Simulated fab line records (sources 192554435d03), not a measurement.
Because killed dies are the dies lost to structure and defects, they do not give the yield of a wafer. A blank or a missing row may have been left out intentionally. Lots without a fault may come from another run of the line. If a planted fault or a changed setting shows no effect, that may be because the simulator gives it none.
Chamber matching + flow n5_finfet + N5_ILD0_LINER_00 on ald_sin-02: 4 sister chambers
The step material SiNx, target thk 4 nm, pulse time 1 s, purge time 2 s. 4 wafers are shown with their chamber, then 8 later ones without.

## EACH WAFER AND ITS CHAMBER
| wafer  | chamber | heater_power_w (W) |
|--------|---------|--------------------|
| L084.3 | 0       | 742                |
| L084.4 | 3       | 915                |
| L085.6 | 2       | 746                |
| L092.1 | 1       | 851                |

## WAFERS WITHOUT THEIR CHAMBER
| wafer  | heater_power_w (W) |
|--------|--------------------|
| L092.2 | 751                |
| L092.4 | 921                |
| L096.2 | 742                |
| L096.5 | 740                |
| L096.6 | 904                |
| L097.1 | 802                |
| L097.5 | 744                |
| L097.6 | 931                |

## CHAMBER TAKEN BY EACH
| wafer  | from the rows above          | in truth |
|--------|------------------------------|----------|
| L092.2 | can't be placed: 2 or 0      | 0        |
| L092.4 | 3                            | 3        |
| L096.2 | can't be placed: 0 or 2      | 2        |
| L096.5 | can't be placed: 0 or 2      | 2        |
| L096.6 | 3                            | 3        |
| L097.1 | can't be placed: 1 or 2 or 0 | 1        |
| L097.5 | can't be placed: 0 or 2      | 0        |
| L097.6 | 3                            | 3        |
3 of 8 placed correctly. From these rows, 5 cannot be placed; in 5 the true chamber is one of the candidates. Number placed wrongly: 0.
How it was worked out, from the rows above alone: a wafer's distance from a chamber is the root of the sum, over the readings, of the square of ((its reading less the chamber's mean) divided by the reading's scatter). If the next closest chamber is less than 2 further off than the closest, the wafer can't be placed; otherwise it belongs to the closest. A chamber's mean is the mean of its shown wafers. The scatter: with one shown wafer a chamber, the root of the mean of the squares of how far each hidden wafer lies from its nearest shown one.
